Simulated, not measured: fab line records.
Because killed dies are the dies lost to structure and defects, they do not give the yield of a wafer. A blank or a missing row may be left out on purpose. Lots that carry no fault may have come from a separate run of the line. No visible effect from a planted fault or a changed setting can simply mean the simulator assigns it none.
fab line records -- flow nandHarc
record lots=12, wafers=36, lastDay=24
route steps=1159 shown P_M0@261
lots that met no fault: from a run of the same line without faults
startH: hours from the record's opening day to when the first of the lot's shown wafers began -- waitH: hours from the lot's prior step to this one -- " identical to the entry in the row above -- L1.1+2: a row that stands for several wafers -- - no value, or no start given -- * or withheld: withheld -- < > ~ a bound
route shown NAME@n: names a module that has steps shown in the file, with the first one's number in the route -- usual: mean/standard deviation of fault-free wafers -- same: alike in all rows -- chamber/n: place in a boat -- sites: readings site by site -- _std_site: the values' standard deviation -- _edge_site: outer sites' mean less inner sites' -- radiusMm: for every site, how far away it sits from the centre of the wafer -- mask NAME#n: copy n -- behind: the last tool/chamber to shape the wafer -- hold: why the lot went on hold/how many hours it stayed there/how the hold came to an end -- device: transistor that didn't switch, given as n, p or np -- end of line: the tests these same wafers got at the end of their route -- a step with no rows: only its recipe -- killed: the dies lost at the first sort to structure and to defects; this is not the yield of the wafer -- map: a wafer's dies, marking killed ones x, the rest . and places with no die _
set.NAME: the setting that was run; set.NAME@STEP: the one run at that earlier step -- model.NAME: the simulator's own value behind a step, which no gauge read
a sample of lots followed through the steps of the route, with each step as a table and each wafer as a row
services: from which hour (startH, from the record's first day; less than 0 if before it) a tool's chamber was out of use, for how many hours, and why
## steps
# step NHARC_P_M0_PEB_07
# recipe pebTempC=100, pebTimeS=65
# usual heaterPowerTotalW=156.6/0.42, plateTempC=100.01/0.12, resistLineTempC=22.98/0.11
lot.wafer,tool,chamber,startH,waitH,heaterPowerTotalW,plateTempC,resistLineTempC
L985.3,lithoTrack-06,0,126.07,0.1,156.5,100.07,23.04
L985.4,lithoTrack-06,0,126.07,0.1,156.3,99.98,23.01
L985.6,lithoTrack-06,0,126.07,0.1,157.2,99.92,22.98
L986.2,lithoTrack-06,0,136.29,0.1,157.1,99.92,23.01
L986.3,lithoTrack-06,0,136.29,0.1,156.8,99.73,22.95
L986.6,lithoTrack-06,0,136.29,0.1,156.0,99.88,22.85
L987.2,lithoTrack-01,0,136.96,0.1,157.1,99.98,22.99
L987.3,lithoTrack-01,0,136.96,0.1,156.6,99.85,22.94
L987.6,lithoTrack-01,0,136.96,0.1,156.7,99.82,22.87
L989.2,lithoTrack-01,0,154.94,0.1,156.0,100.16,23.01
L989.3,lithoTrack-01,0,154.94,0.1,157.2,100.04,23.22
L989.4,lithoTrack-01,0,154.94,0.1,156.0,100.28,22.94
L990.2,lithoTrack-01,0,163.37,0.1,156.3,100.09,23.06
L990.3,lithoTrack-01,0,163.37,0.1,156.9,99.96,23.05
L990.5,lithoTrack-01,0,163.37,0.1,156.8,100.08,22.96
L993.1,lithoTrack-04,0,189.48,0.1,156.3,100.10,22.90
L993.3,lithoTrack-04,0,189.48,0.1,156.4,99.96,22.99
L993.4,lithoTrack-04,0,189.48,0.1,156.0,100.06,23.01
L995.1,lithoTrack-01,0,201.88,0.1,154.7,99.18,23.13
L995.2,lithoTrack-01,0,201.88,0.1,155.1,99.00,23.12
L995.6,lithoTrack-01,0,201.88,0.1,153.8,98.92,23.16
L997.2,lithoTrack-01,0,211.32,0.1,153.9,98.99,23.08
L997.5,lithoTrack-01,0,211.32,0.1,154.3,98.92,23.15
L997.6,lithoTrack-01,0,211.32,0.1,155.0,99.01,23.06
L101.3,lithoTrack-06,0,220.33,0.0,156.3,99.94,22.99
L101.4,lithoTrack-06,0,220.33,0.0,156.4,99.94,22.96
L101.5,lithoTrack-06,0,220.33,0.0,156.2,100.15,23.02
L100.2,lithoTrack-06,0,222.30,0.1,157.1,100.02,22.89
L100.4,lithoTrack-06,0,222.30,0.1,156.6,99.93,23.02
L100.5,lithoTrack-06,0,222.30,0.1,155.9,100.21,22.91
L103.2,lithoTrack-06,0,243.53,0.1,156.1,99.94,22.96
L103.3,lithoTrack-06,0,243.53,0.1,157.0,99.96,22.97
L103.5,lithoTrack-06,0,243.53,0.1,156.0,100.02,22.97
L102.1,lithoTrack-04,0,243.68,0.1,157.1,100.08,22.92
L102.4,lithoTrack-04,0,243.68,0.1,156.3,100.05,23.05
L102.5,lithoTrack-04,0,243.68,0.1,156.0,99.87,23.11
# step NHARC_P_M0_CD_MEAS_09
# recipe targetCdNm=90, landingEnergyEv=500
# usual cdNm=89.8/0.81
lot.wafer,tool,chamber,startH,waitH,cdNm
L985.3,cdSem-01,0,126.15,-,89.7
L985.4,cdSem-01,0,126.15,-,90.2
L985.6,cdSem-01,0,126.15,-,89.8
L986.2,cdSem-02,0,136.37,-,90.6
L986.3,cdSem-02,0,136.37,-,91.2
L986.6,cdSem-02,0,136.37,-,90.1
L987.2,cdSem-02,0,137.04,-,90.4
L987.3,cdSem-02,0,137.04,-,90.3
L987.6,cdSem-02,0,137.04,-,90.5
L989.2,cdSem-01,0,155.02,-,90.0
L989.3,cdSem-01,0,155.02,-,89.0
L989.4,cdSem-01,0,155.02,-,90.7
L990.2,cdSem-03,0,163.45,-,89.3
L990.3,cdSem-03,0,163.45,-,90.7
L990.5,cdSem-03,0,163.45,-,89.5
L993.1,cdSem-02,0,189.56,-,89.4
L993.3,cdSem-02,0,189.56,-,88.8
L993.4,cdSem-02,0,189.56,-,88.2
L995.1,cdSem-01,0,201.96,-,85.0
L995.2,cdSem-01,0,201.96,-,86.6
L995.6,cdSem-01,0,201.96,-,84.9
L997.2,cdSem-02,0,211.40,-,86.0
L997.5,cdSem-02,0,211.40,-,86.6
L997.6,cdSem-02,0,211.40,-,85.5
L101.3,cdSem-02,0,220.41,-,90.6
L101.4,cdSem-02,0,220.41,-,90.4
L101.5,cdSem-02,0,220.41,-,90.4
L100.2,cdSem-01,0,222.38,-,90.8
L100.4,cdSem-01,0,222.38,-,90.1
L100.5,cdSem-01,0,222.38,-,89.8
L103.2,cdSem-02,0,243.61,-,89.8
L103.3,cdSem-02,0,243.61,-,91.2
L103.5,cdSem-02,0,243.61,-,90.2
L102.1,cdSem-03,0,243.76,-,89.1
L102.4,cdSem-03,0,243.76,-,87.9
L102.5,cdSem-03,0,243.76,-,89.4
# step NHARC_P_M0_OVL_MEAS_10
# recipe pitchNm=180
# usual overlayXNm=0.2/0.9, overlayYNm=0.1/1
lot.wafer,tool,chamber,startH,waitH,overlayXNm,overlayYNm
L985.3,overlay-01,-,126.24,-,0.8,1.1
L985.4,overlay-01,-,126.24,-,0.4,0.9
L985.6,overlay-01,-,126.24,-,0.7,1.0
L986.2,overlay-01,-,136.45,-,0.0,-2.0
L986.3,overlay-01,-,136.45,-,0.8,-1.6
L986.6,overlay-01,-,136.45,-,0.0,-1.7
L987.2,overlay-01,-,137.13,-,-0.7,1.4
L987.3,overlay-01,-,137.13,-,0.1,1.6
L987.6,overlay-01,-,137.13,-,0.2,1.8
L989.2,overlay-02,-,155.12,-,0.7,0.7
L989.3,overlay-02,-,155.12,-,1.1,0.8
L989.4,overlay-02,-,155.12,-,0.5,0.6
L990.2,overlay-02,-,163.54,-,2.1,-1.1
L990.3,overlay-02,-,163.54,-,1.1,-1.6
L990.5,overlay-02,-,163.54,-,1.8,-0.7
L993.1,overlay-02,-,189.65,-,-0.2,0.0
L993.3,overlay-02,-,189.65,-,-0.2,0.0
L993.4,overlay-02,-,189.65,-,0.1,-0.3
L995.1,overlay-02,-,202.05,-,0.2,-0.1
L995.2,overlay-02,-,202.05,-,0.5,0.4
L995.6,overlay-02,-,202.05,-,0.8,0.1
L997.2,overlay-02,-,211.49,-,1.0,-1.3
L997.5,overlay-02,-,211.49,-,0.5,-0.7
L997.6,overlay-02,-,211.49,-,0.5,-0.8
L101.3,overlay-01,-,220.49,-,-0.8,-0.8
L101.4,overlay-01,-,220.49,-,-0.2,-0.7
L101.5,overlay-01,-,220.49,-,-0.2,-0.4
L100.2,overlay-02,-,222.46,-,0.9,-0.4
L100.4,overlay-02,-,222.46,-,1.5,-0.8
L100.5,overlay-02,-,222.46,-,1.3,-0.6
L103.2,overlay-01,-,243.70,-,-1.7,-1.3
L103.3,overlay-01,-,243.70,-,-1.5,-1.5
L103.5,overlay-01,-,243.70,-,-1.0,-1.2
L102.1,overlay-02,-,243.85,-,-0.1,0.2
L102.4,overlay-02,-,243.85,-,-0.2,-0.3
L102.5,overlay-02,-,243.85,-,-0.2,0.0
# step NHARC_P_M0_CD_MEAS_16
# usual cdNm=89.3/1.1
lot.wafer,tool,chamber,startH,waitH,cdNm
L985.3,cdSem-02,-,126.64,-,88.8
L985.4,cdSem-02,-,126.64,-,89.9
L985.6,cdSem-02,-,126.64,-,90.5
L986.2,cdSem-02,-,136.85,-,90.6
L986.3,cdSem-02,-,136.85,-,92.2
L986.6,cdSem-02,-,136.85,-,91.3
L987.2,cdSem-03,-,137.52,-,90.4
L987.3,cdSem-03,-,137.52,-,89.5
L987.6,cdSem-03,-,137.52,-,88.5
L989.2,cdSem-03,-,155.52,-,90.4
L989.3,cdSem-03,-,155.52,-,88.8
L989.4,cdSem-03,-,155.52,-,89.7
L990.2,cdSem-03,-,163.93,-,89.0
L990.3,cdSem-03,-,163.93,-,91.5
L990.5,cdSem-03,-,163.93,-,89.9
L993.1,cdSem-02,-,190.05,-,90.0
L993.3,cdSem-02,-,190.05,-,88.7
L993.4,cdSem-02,-,190.05,-,87.9
L995.1,cdSem-01,-,202.45,-,83.5
L995.2,cdSem-01,-,202.45,-,86.5
L995.6,cdSem-01,-,202.45,-,85.6
L997.2,cdSem-02,-,211.90,-,85.5
L997.5,cdSem-02,-,211.90,-,85.1
L997.6,cdSem-02,-,211.90,-,84.6
L101.3,cdSem-01,-,220.89,-,89.5
L101.4,cdSem-01,-,220.89,-,89.6
L101.5,cdSem-01,-,220.89,-,89.7
L100.2,cdSem-02,-,222.91,-,90.8
L100.4,cdSem-02,-,222.91,-,88.6
L100.5,cdSem-02,-,222.91,-,89.7
L103.2,cdSem-02,-,244.10,-,89.3
L103.3,cdSem-02,-,244.10,-,90.7
L103.5,cdSem-02,-,244.10,-,90.3
L102.1,cdSem-01,-,244.24,-,88.3
L102.4,cdSem-01,-,244.24,-,87.8
L102.5,cdSem-01,-,244.24,-,88.8
# step NHARC_P_M0_PRE_CLEAN_29
# recipe timeS=30, tempC=280, gas=H2/He
# usual heaterPowerW=400/24
lot.wafer,tool,chamber,startH,waitH,heaterPowerW
L985.4,pvdSputter-01,-,-,-,397
L985.3,pvdSputter-01,-,-,-,445
L985.6,pvdSputter-01,-,-,-,410
L986.2,pvdSputter-02,-,-,-,390
L986.3,pvdSputter-02,-,-,-,374
L986.6,pvdSputter-02,-,-,-,387
L987.3,pvdSputter-01,-,-,-,403
L987.2,pvdSputter-01,-,-,-,399
L987.6,pvdSputter-01,-,-,-,406
L989.2,pvdSputter-03,-,-,-,448
L989.4,pvdSputter-03,-,-,-,390
L989.3,pvdSputter-03,-,-,-,362
L990.2,pvdSputter-03,-,-,-,366
L990.3,pvdSputter-03,-,-,-,390
L990.5,pvdSputter-03,-,-,-,366
L993.3,pvdSputter-02,-,-,-,388
L993.1,pvdSputter-02,-,-,-,385
L993.4,pvdSputter-02,-,-,-,420
L995.1,pvdSputter-02,-,-,-,377
L995.2,pvdSputter-02,-,-,-,400
L995.6,pvdSputter-02,-,-,-,387
L997.2,pvdSputter-03,-,-,-,375
L997.6,pvdSputter-03,-,-,-,392
L997.5,pvdSputter-03,-,-,-,364
L101.4,pvdSputter-01,-,-,-,400
L101.3,pvdSputter-01,-,-,-,419
L101.5,pvdSputter-01,-,-,-,406
L100.2,pvdSputter-01,-,-,-,419
L100.4,pvdSputter-01,-,-,-,431
L100.5,pvdSputter-01,-,-,-,422
L103.3,pvdSputter-01,-,-,-,429
L103.2,pvdSputter-01,-,-,-,392
L103.5,pvdSputter-01,-,-,-,410
L102.4,pvdSputter-03,-,-,-,440
L102.1,pvdSputter-03,-,-,-,383
L102.5,pvdSputter-03,-,-,-,426
# step NHARC_P_M0_PVD_21
# recipe targetThkA=300, chamberPressurePa=5, powerW=5000, substrateTempC=30, timeS=20.49, material=Cu
# usual throttleValvePct=29.7/1.2
lot.wafer,tool,chamber,startH,waitH,throttleValvePct
L985.3,pvdSputter-01,-,-,-,30.1
L985.4,pvdSputter-01,-,-,-,27.8
L985.6,pvdSputter-01,-,-,-,30.1
L986.2,pvdSputter-02,-,-,-,29.3
L986.3,pvdSputter-02,-,-,-,29.1
L986.6,pvdSputter-02,-,-,-,29.4
L987.3,pvdSputter-01,-,-,-,27.7
L987.2,pvdSputter-01,-,-,-,30.3
L987.6,pvdSputter-01,-,-,-,27.8
L989.2,pvdSputter-03,-,-,-,29.2
L989.3,pvdSputter-03,-,-,-,30.4
L989.4,pvdSputter-03,-,-,-,31.5
L990.2,pvdSputter-03,-,-,-,29.2
L990.3,pvdSputter-03,-,-,-,31.3
L990.5,pvdSputter-03,-,-,-,29.1
L993.4,pvdSputter-02,-,-,-,29.0
L993.1,pvdSputter-02,-,-,-,32.0
L993.3,pvdSputter-02,-,-,-,29.6
L995.2,pvdSputter-02,-,-,-,29.8
L995.1,pvdSputter-02,-,-,-,32.0
L995.6,pvdSputter-02,-,-,-,29.3
L997.2,pvdSputter-03,-,-,-,29.0
L997.5,pvdSputter-03,-,-,-,29.1
L997.6,pvdSputter-03,-,-,-,30.1
L101.4,pvdSputter-01,-,-,-,30.1
L101.3,pvdSputter-01,-,-,-,29.8
L101.5,pvdSputter-01,-,-,-,27.2
L100.4,pvdSputter-01,-,-,-,30.7
L100.2,pvdSputter-01,-,-,-,29.8
L100.5,pvdSputter-01,-,-,-,30.4
L103.3,pvdSputter-01,-,-,-,30.3
L103.2,pvdSputter-01,-,-,-,30.3
L103.5,pvdSputter-01,-,-,-,27.0
L102.1,pvdSputter-03,-,-,-,31.4
L102.4,pvdSputter-03,-,-,-,29.0
L102.5,pvdSputter-03,-,-,-,29.1
## services
tool,chamber,startH,hours,kind
lithoTrack-06,-,117.00,7.0,pm
lithoTrack-04,-,141.00,7.0,pm
pvdSputter-01,-,158.00,10.0,pm
pvdSputter-02,-,161.85,10.6,repair
pvdSputter-02,-,214.03,10.0,pm
## key
firstSign step=NHARC_P_M0_PEB_07, reading=plateTempC, direction=down, sigmas=8.6, usual=*, struck=*
effect step=NHARC_P_M0_PEB_07, reading=heaterPowerTotalW, direction=down, sigmas=5, usual=*, struck=*
effect step=NHARC_P_M0_CD_MEAS_09, reading=cdNm, direction=down, sigmas=5, usual=89.8, struck=85.8
effect step=NHARC_P_M0_CD_MEAS_16, reading=cdNm, direction=down, sigmas=4, usual=89.3, struck=85.1
metAt NHARC_P_M0_PEB_07
struckLots L995,L997
notActingAt NHARC_P_M0_OVL_MEAS_10,NHARC_P_M0_PRE_CLEAN_29,NHARC_P_M0_PVD_21
onsetBetween 163.37 201.88
fault kind=processParameterDrift, tool=lithoTrack-01, chamber=-, onsetH=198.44, steps=NHARC_P_M0_PEB_07, channel=pebTempC, offset=*, shape=step, endH=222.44, actsIn=*, stated=*
